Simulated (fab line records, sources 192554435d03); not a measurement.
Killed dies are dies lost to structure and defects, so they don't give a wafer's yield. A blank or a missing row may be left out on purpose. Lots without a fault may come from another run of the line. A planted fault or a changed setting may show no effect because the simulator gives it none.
fab line records | flow n5_finfet | part 2 of 2: steps 5 to 6 of 6
record lots=24 wafers=72 last_day=19
route steps=1938 shown HKMG_FIN@430 GATE_CUT@467
lots that met no fault: from a run of the same line without faults
start_h: hours from the record's first day to the start of the lot's first wafer shown | wait_h: hours since the lot's step before | " the same as in the row above | L1.1+2: a row that stands for several wafers | - no value, or no start given | * or withheld: withheld | < > ~ a bound
route shown NAME@n: a module of which the file shows steps, and the number in the route of the first | usual: mean/standard deviation of fault-free wafers | same: alike in all rows | chamber/n: place in a boat | sites: the reading at each site | _std_site: their standard deviation | _edge_site: outer sites' mean less inner sites' | radius_mm: how far each site lies from the wafer's centre | mask NAME#n: copy n | behind: the tool/chamber that last shaped the wafer | hold: why the lot was held/for how many hours/how that ended | device: the transistor (n, p or np) that didn't switch | end of line: the same wafers' tests at the end of the route | a step without rows: its recipe alone | killed: dies lost to structure and defects at the first sort, not the wafer's yield | map: a wafer's dies, x killed, . not, _ none there
set.NAME: the setting as run; set.NAME@STEP: as run at that earlier step | model.NAME: the simulator's own value behind a step, which no gauge read
steps of the route over a sample of lots; a table a step, a row a wafer
services: from which hour (start_h, from the record's first day; less than 0 if before it) a tool's chamber was out of use, for how many hours, and why
## steps
# step N5_GATE_CUT_CUT_ETCH_54
# recipe chemistry=Cl2/BCl3 target=TiN mask_material=SiO2 target_depth_a=967 pressure_mtorr=10 icp_w=1000 bias_w=126 Cl2_flow_sccm=53.25 bcl3_flow_sccm=21.75 Ar_flow_sccm=25 ends=cleared
# usual drypump_motor_current_A=5.7/0.59 etch_rf_on_time_s=37.3/0.4 he_backside_leak_sccm=3.50/0.22 oes_product_au=0.68/0.078 throttle_valve_pct=22.18/0.19
# columns lot.wafer tool chamber start_h wait_h drypump_motor_current_A etch_rf_on_time_s he_backside_leak_sccm oes_product_au rf_hours_counter_h throttle_valve_pct
L074.1 rie_metal-01 0 87.18 0.0 6.2 37.4 3.25 0.70 42 22.20
L074.3 " 1 " " 5.6 36.4 3.37 0.85 - 22.43
L074.5 " 1 " " 5.6 36.4 3.67 0.84 - 22.45
L075.2 rie_metal-01 1 91.10 0.0 5.6 36.3 3.41 0.84 3 22.44
L075.4 " 0 " " 6.2 37.1 3.46 0.69 - 22.20
L075.6 " 0 " " 6.2 37.1 3.60 0.70 - 22.18
L076.1 rie_metal-02 0 96.11 0.0 6.5 37.3 3.38 0.64 59 22.39
L076.4 " 1 " " 6.3 37.3 3.32 0.77 - 21.90
L076.6 " 1 " " 6.3 37.3 3.34 0.77 - 21.92
L077.1 rie_metal-01 1 102.65 0.0 5.6 36.7 3.34 0.83 4 22.44
L077.4 " 1 " " 5.6 36.5 3.41 0.83 - 22.45
L077.6 " 0 " " 6.2 37.4 3.50 0.69 - 22.21
L078.2 rie_metal-03 1 113.73 0.0 5.2 37.8 3.50 0.59 92 22.19
L078.4 " 0 " " 4.9 37.6 3.45 0.64 - 21.99
L078.6 " 0 " " 4.9 37.1 3.21 0.65 - 21.98
L079.2 rie_metal-02 1 120.30 0.0 6.3 37.1 3.33 0.76 25 21.89
L079.3 " 0 " " 6.4 37.7 3.96 0.64 - 22.38
L079.5 " 1 " " 6.3 37.5 3.28 0.76 - 21.91
L080.1 rie_metal-02 0 122.95 0.0 6.4 37.9 3.66 0.64 61 22.40
L080.3 " 0 " " 6.4 37.6 3.49 0.63 - 22.38
L080.5 " 1 " " 6.3 36.8 3.42 0.76 - 21.89
L081.1 rie_metal-03 0 126.92 0.0 4.9 37.3 5.46 0.65 70 22.00
L081.2 " 1 " " 5.2 38.1 3.59 0.59 93 22.19
L081.6 " 0 " " 5.0 37.4 3.55 0.65 - 21.98
L082.1 rie_metal-02 0 131.48 0.0 6.4 36.9 3.33 0.64 62 22.39
L082.4 " 0 " " 6.4 37.3 3.63 0.64 - 22.41
L082.5 " 0 " " 6.4 37.2 3.29 0.64 - 22.38
L083.2 rie_metal-01 0 135.82 0.0 6.2 37.7 3.52 0.68 46 22.20
L083.4 " 0 " " 6.2 37.6 3.56 0.68 - 22.22
L083.6 " 0 " " 6.2 37.8 3.44 0.69 - 22.21
L084.2 rie_metal-01 0 146.27 0.0 6.2 37.7 3.47 0.69 47 22.21
L084.5 " 0 " " 6.2 37.5 3.60 0.69 - 22.19
L084.6 " 1 " " 5.6 37.0 3.74 0.80 - 22.46
L085.2 rie_metal-03 0 150.95 0.0 5.0 37.3 3.71 0.64 71 21.99
L085.5 " 1 " " 5.1 37.6 3.39 0.59 - 22.18
L085.6 " 0 " " 4.9 37.3 3.60 0.65 - 21.98
L086.1 rie_metal-02 0 162.64 0.0 6.5 37.2 3.53 0.64 64 22.38
L086.3 " 0 " " 6.5 37.5 3.48 0.63 - 22.41
L086.5 " 1 " " 6.3 36.8 3.39 0.75 - 21.92
L087.2 rie_metal-03 1 167.01 0.0 5.2 37.8 3.50 0.59 96 22.19
L087.3 " 0 " " 5.0 37.4 3.42 0.64 - 21.98
L087.6 " 1 " " 5.2 37.3 3.46 0.59 - 22.19
L088.2 rie_metal-02 0 170.75 0.0 6.4 37.0 3.69 0.63 66 22.39
L088.3 " 1 " " 6.3 37.2 3.30 0.75 - 21.93
L088.4 " 0 " " 6.4 37.3 3.67 0.63 - 22.41
L089.1 rie_metal-03 1 178.54 0.0 5.2 37.5 3.47 0.59 97 22.18
L089.4 " 0 " " 5.0 37.5 3.77 0.64 - 21.97
L089.6 " 0 " " 5.0 37.4 3.72 0.64 - 21.97
L090.3 rie_metal-03 0 179.43 0.0 5.0 37.9 3.65 0.63 - 21.99
L090.4 " 1 " " 5.2 37.5 3.50 0.59 - 22.20
L090.6 " 0 " " 5.0 37.1 3.82 0.64 - 21.97
L091.2 rie_metal-01 0 189.19 0.0 6.2 38.2 3.56 0.67 51 22.22
L091.5 " 1 " " 5.6 37.0 3.40 0.79 - 22.46
L091.6 " 0 " " 6.2 37.9 3.40 0.66 - 22.23
L092.3 rie_metal-03 0 192.16 0.0 5.0 36.8 3.60 0.64 - 21.97
L092.5 " 0 " " 5.0 37.0 3.34 0.64 - 22.00
L092.6 " 1 " " 5.2 37.0 3.51 0.59 - 22.20
L093.2 rie_metal-03 1 200.01 0.0 5.2 37.7 3.50 0.59 99 22.20
L093.3 " 0 " " 4.9 37.2 3.62 0.63 - 21.99
L093.4 " 1 " " 5.2 37.9 3.28 0.58 - 22.19
L094.3 rie_metal-03 0 204.33 0.0 4.9 37.4 3.44 0.64 - 21.98
L094.5 " 0 " " 5.0 37.5 3.46 0.63 - 21.99
L094.6 " 1 " " 5.2 37.8 3.48 0.58 - 22.20
L095.2 rie_metal-01 1 211.73 0.0 5.6 37.1 3.51 0.79 12 22.46
L095.5 " 0 " " 6.2 37.8 3.79 0.67 - 22.22
L095.6 " 1 " " 5.6 36.8 3.59 0.79 - 22.48
L096.1 rie_metal-03 0 217.05 0.0 4.9 37.6 3.49 0.63 77 22.01
L096.2 " 1 " " 5.2 37.9 3.53 0.58 101 22.20
L096.5 " 1 " " 5.2 37.7 3.62 0.58 - 22.20
L097.3 rie_metal-02 1 227.52 0.0 6.3 37.2 3.40 0.73 - 21.94
L097.4 " 0 " " 6.5 37.4 3.38 0.62 - 22.41
L097.5 " 0 " " 6.4 37.3 3.41 0.62 - 22.41
# step N5_GATE_CUT_VAPOR_ETCH_51
# recipe chemistry=BCl3/Cl2 target=HfO2 mode=isotropic
# usual drypump_motor_current_A=5.7/0.59 he_backside_leak_sccm=3.46/0.15 oes_product_au=0.76/0.083
# columns lot.wafer tool chamber start_h wait_h drypump_motor_current_A he_backside_leak_sccm oes_product_au
L074.1 rie_metal-01 0 87.36 0.0 6.2 3.66 0.78
L074.3 " 1 " " 5.6 3.55 0.93
L074.5 " 1 " " 5.6 3.24 0.94
L075.2 rie_metal-01 1 91.28 0.0 5.6 3.74 0.94
L075.4 " 0 " " 6.2 3.52 0.78
L075.6 " 0 " " 6.2 3.42 0.78
L076.1 rie_metal-02 0 96.29 0.0 6.4 3.43 0.73
L076.4 " 1 " " 6.3 3.34 0.85
L076.6 " 1 " " 6.3 3.24 0.85
L077.1 rie_metal-01 1 102.83 0.0 5.6 3.72 0.93
L077.4 " 1 " " 5.6 3.49 0.93
L077.6 " 0 " " 6.2 3.49 0.77
L078.2 rie_metal-03 1 113.91 0.0 5.2 3.47 0.67
L078.4 " 0 " " 5.0 3.53 0.72
L078.6 " 0 " " 4.9 3.71 0.73
L079.2 rie_metal-02 1 120.48 0.0 6.4 3.19 0.87
L079.3 " 0 " " 6.4 3.53 0.73
L079.5 " 1 " " 6.3 3.20 0.85
L080.1 rie_metal-02 0 123.13 0.0 6.4 3.54 0.72
L080.3 " 0 " " 6.4 3.55 0.72
L080.5 " 1 " " 6.3 3.37 0.85
L081.1 rie_metal-03 0 127.10 0.0 5.0 3.37 0.72
L081.2 " 1 " " 5.2 3.43 0.66
L081.6 " 0 " " 5.0 3.55 0.73
L082.1 rie_metal-02 0 131.66 0.0 6.4 3.38 0.72
L082.4 " 0 " " 6.4 3.58 0.72
L082.5 " 0 " " 6.4 3.41 0.72
L083.2 rie_metal-01 0 136.00 0.0 6.2 3.39 0.76
L083.4 " 0 " " 6.2 3.60 0.77
L083.6 " 0 " " 6.2 3.23 0.77
L084.2 rie_metal-01 0 146.45 0.0 6.2 3.63 0.76
L084.5 " 0 " " 6.2 3.53 0.76
L084.6 " 1 " " 5.6 3.31 0.90
L085.2 rie_metal-03 0 151.13 0.0 5.0 3.49 0.72
L085.5 " 1 " " 5.2 3.48 0.66
L085.6 " 0 " " 4.9 3.48 0.72
L086.1 rie_metal-02 0 162.82 0.0 6.4 3.30 0.72
L086.3 " 0 " " 6.4 3.24 0.71
L086.5 " 1 " " 6.3 3.25 0.84
L087.2 rie_metal-03 1 167.19 0.0 5.2 3.46 0.66
L087.3 " 0 " " 4.9 3.29 0.71
L087.6 " 1 " " 5.2 3.38 0.67
L088.2 rie_metal-02 0 170.93 0.0 6.4 3.60 0.71
L088.3 " 1 " " 6.3 3.33 0.84
L088.4 " 0 " " 6.4 3.68 0.71
L089.1 rie_metal-03 1 178.72 0.0 5.2 3.57 0.66
L089.4 " 0 " " 5.0 3.68 0.71
L089.6 " 0 " " 4.9 3.57 0.71
L090.3 rie_metal-03 0 179.60 0.0 4.9 3.59 0.71
L090.4 " 1 " " 5.2 3.49 0.66
L090.6 " 0 " " 4.9 3.63 0.71
L091.2 rie_metal-01 0 189.37 0.0 6.2 3.63 0.75
L091.5 " 1 " " 5.6 3.24 0.88
L091.6 " 0 " " 6.2 3.26 0.75
L092.3 rie_metal-03 0 192.33 0.0 4.9 3.57 0.71
L092.5 " 0 " " 5.0 3.52 0.71
L092.6 " 1 " " 5.2 3.61 0.66
L093.2 rie_metal-03 1 200.19 0.0 5.2 3.45 0.66
L093.3 " 0 " " 4.9 3.60 0.71
L093.4 " 1 " " 5.2 3.46 0.66
L094.3 rie_metal-03 0 204.50 0.0 4.9 3.24 0.71
L094.5 " 0 " " 5.0 3.36 0.71
L094.6 " 1 " " 5.2 3.53 0.66
L095.2 rie_metal-01 1 211.91 0.0 5.6 3.25 0.86
L095.5 " 0 " " 6.2 3.65 0.74
L095.6 " 1 " " 5.6 3.44 0.87
L096.1 rie_metal-03 0 217.23 0.0 5.0 3.45 0.71
L096.2 " 1 " " 5.2 3.53 0.66
L096.5 " 1 " " 5.2 3.55 0.65
L097.3 rie_metal-02 1 227.69 0.0 6.3 3.34 0.81
L097.4 " 0 " " 6.5 3.53 0.71
L097.5 " 0 " " 6.4 3.74 0.70
## services
# columns tool chamber start_h hours kind
rie_diel-03 1 70.57 13.5 repair
rie_diel-04 2 71.52 4.8 repair
rie_diel-05 2 111.70 7.9 repair
rie_diel-05 2 119.65 - clean
rie_diel-05 2 119.65 - consumable_replace:focus_ring
rie_diel-05 2 119.65 - consumable_replace:showerhead
rie_diel-05 2 119.65 15.2 scheduled_down
rie_diel-05 - 147.63 0.9 repair
rie_diel-03 3 153.55 - clean
rie_diel-03 3 153.55 - consumable_replace:focus_ring
rie_diel-03 3 153.55 24.3 scheduled_down
rie_diel-03 3 153.55 24.3 vent_cycle
rie_diel-03 0 154.99 7.7 repair
rie_diel-04 - 174.46 15.6 pm
rie_diel-05 2 179.59 5.7 repair
rie_diel-05 1 184.83 6.6 repair
rie_diel-03 0 196.77 6.4 repair
rie_diel-04 3 200.90 12.8 repair
rie_metal-03 - 206.56 0.5 repair
rie_diel-04 2 216.19 9.9 repair
rie_diel-03 2 216.52 - clean
rie_diel-03 2 216.52 - consumable_replace:focus_ring
rie_diel-03 2 216.52 17.4 scheduled_down
rie_diel-03 2 216.52 17.4 vent_cycle
